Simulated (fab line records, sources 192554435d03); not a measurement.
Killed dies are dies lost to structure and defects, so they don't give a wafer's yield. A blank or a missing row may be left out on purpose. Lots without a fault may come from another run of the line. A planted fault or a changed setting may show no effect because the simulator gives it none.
A struck lot beside a sound one | flow n5_finfet | 37 steps out of a route of 1938
Sound: wafers L650.1, L650.3, L650.5. Struck: wafers L639.1, L639.5, L639.6. The cause comes at the end.
At each step with rows: each side's tool, then ch and its chambers, then its first start. Under that, the readings that differ: sound wafers | struck wafers | difference of the means | sigmas: that difference in standard deviations of wafers without a fault.
alike: readings whose means differ by less than 2 such deviations, and words and numbers that are the same on both sides. not compared: withheld readings, readings that some wafer has no value for, bounds like >300 that may hide the same value, and numbers for which the record gives no deviation and whose values overlap.
The two part at a step that has a row with sigmas, a row that says differs or no value, or rows on one side only. Numbers that don't overlap but have no deviation are shown without sigmas and don't part them. A reading that every wafer of one side lacks parts them only if that side has two wafers or more.

first, 9 steps without rows for these wafers: N5_BEOL_M4_ANNEAL_95 (time 240 s); N5_BEOL_M4_SPUTTER_96 (material Cu, target thk 4.5 nm, time 8.29 s); N5_BEOL_M4_ECD_50 (material Cu, target thk 300 nm); N5_BEOL_M4_ANNEAL_51 (time 90 s); N5_BEOL_M4_CMP_52 (polishes, stops on SiOC, t overpolish 6.8 s, target thk 40 nm); N5_BEOL_M4_PRE_CLEAN_60 (time 15 s); N5_BEOL_M4_CO_CAP_55 (material Co, precursor CCTBA/H2, target thk 2 nm, time 102.1 s); N5_BEOL_M4_PRE_CLEAN_56 (time 15 s); N5_BEOL_M4_DEP_57 (deposits SiCN from 3MS/NH3, target thk 8 nm, time 14 s).
N5_BEOL_M4_RC_MEAS_101:
  sound on prober-01 ch 0, day 14 20:55; struck on prober-01 ch 0, day 11 22:37
  alike: DIBL_N, DIBL_P, IOFF_N, IOFF_P, ION_N, ION_P, SS_N, SS_P, VT_N, VT_P
then, 24 steps without rows for these wafers: N5_BEOL_M5_ILD_DEP_00 (deposits SiCOH lowk from DEMS/porogen, target thk 140.64 nm, time 25.9 s); N5_BEOL_M5_CURE_79 (cures SiCOH lowk, time 240 s); N5_BEOL_M5_PECVD_70 (deposits SiO2 from TEOS/O2, target thk 16 nm, time 18 s); N5_BEOL_M5_HM_DEP_02 (deposits TiN, target thk 20 nm); N5_BEOL_M5_COAT_59 (time 60 s, resist thk 60 nm); N5_BEOL_M5_COAT_60 (time 60 s, resist thk 12 nm); N5_BEOL_M5_COAT_71 (time 60 s, resist thk 5 nm); N5_BEOL_M5_COAT_05 (resist thk 30 nm); N5_BEOL_M5_EBR_07; N5_BEOL_M5_SOFTBAKE_06 (time 60 s); N5_BEOL_M5_EXPOSE_08 (exposes mask M5, target cd 28 nm); N5_BEOL_M5_PEB_09 (peb time 60 s); N5_BEOL_M5_DEVELOP_10 (develop time 30 s); N5_BEOL_M5_DESCUM_16 (chemistry O2, time 7 s); N5_BEOL_M5_ETCH_72 (etches underlayer in N2/H2, target depth 6.5 nm, time 5.2 s); N5_BEOL_M5_ETCH_61 (etches SiARC in CF4, target depth 15.6 nm, time 26 s); N5_BEOL_M5_ETCH_62 (etches SOC in N2/H2, target depth 75 nm, overetch 15 nm, time 112.5 s); N5_BEOL_M5_STRIP_63 (strips in N2/H2); N5_BEOL_M5_STRIP_73 (strips in N2/H2); N5_BEOL_M5_STRIP_64 (strips in CF4); N5_BEOL_M5_HM_OPEN_17 (chemistry Cl2/BCl3, target TiN, target depth 20 nm, overetch 6 nm); N5_BEOL_M5_STRIP_19 (strips in O2); N5_BEOL_M5_COAT_65 (time 60 s, resist thk 60 nm); N5_BEOL_M5_COAT_66 (time 60 s, resist thk 12 nm).
N5_BEOL_M5_CVD_47: deposits Co from CCTBA/H2, target thk 3 nm, time 216 s.
  sound on cvd_co-02 ch 0,1,2, day 15 04:22; struck on cvd_co-02 ch 0,2, day 12 04:48
  no value came back on the struck wafers for chamber_pressure_Torr (Torr), run_length_s (s); on the sound wafers chamber_pressure_Torr (Torr) reads 29.95 30.05 30.01
N5_BEOL_M5_CMP_52: polishes, stops on SiCOH lowk, t overpolish 6.9 s, target thk 62 nm.
  sound on cmp-01 ch 1,3, day 15 09:25; struck on cmp-04 ch 2,3, day 12 09:50
  reading                      | sound          | struck         | difference | sigmas
  barrier_field_endpoint_s (s) | 24.1 24.9 24.4 | 20.8 21.1 21.3 | -3.4       | -5
  alike: clearing_platen_rpm, motor_current_A, slurry_filter_dp_kPa
-- the record jumps here: 4 days lie between the struck wafers' starts before and after (it left off in module BEOL_M5 and takes up again in module PASSIVATION, whose first step shown is number 1936 of the route) --
N5_PASSIVATION_PROBE_49:
  sound on prober-01, day 19 17:56; struck on prober-02, day 16 03:40
  reading                  | sound          | struck         | difference | sigmas
  defect_limited_yield (%) | 90.8 90.1 91.3 | 0 0 0          | -91        | -65
  killed_at_M4_up          | 12 14 17       | 1106 1100 1118 | +1094      | +99 or more
  killed_dies              | 109 117 103    | 1180 1180 1180 | +1070      | +63
  killed_on_rim            | 17 22 12       | 152 152 152    | +135       | +33
  sort_bin_5_function (%)  | 5.8 6.3 5.3    | 89.1 90.1 89.6 | +83.8      | +95
  sort_bin_6_memory (%)    | 3.0 3.1 3.3    | 10.8 9.6 10.1  | +7.0       | +11
  sort_n_pass              | 1071 1063 1077 | 0 0 0          | -1070      | -63
  sort_yield_pct (%)       | 90.8 90.1 91.3 | 0 0 0          | -91        | -65
  alike: killed_at_M0_to_M3, killed_at_contacts, killed_at_front_end, killed_at_other, killed_open, killed_short

WHERE THEY PART
First at N5_BEOL_M5_CVD_47; last, within this record, at N5_PASSIVATION_PROBE_49.

WHY: what the simulator had put in
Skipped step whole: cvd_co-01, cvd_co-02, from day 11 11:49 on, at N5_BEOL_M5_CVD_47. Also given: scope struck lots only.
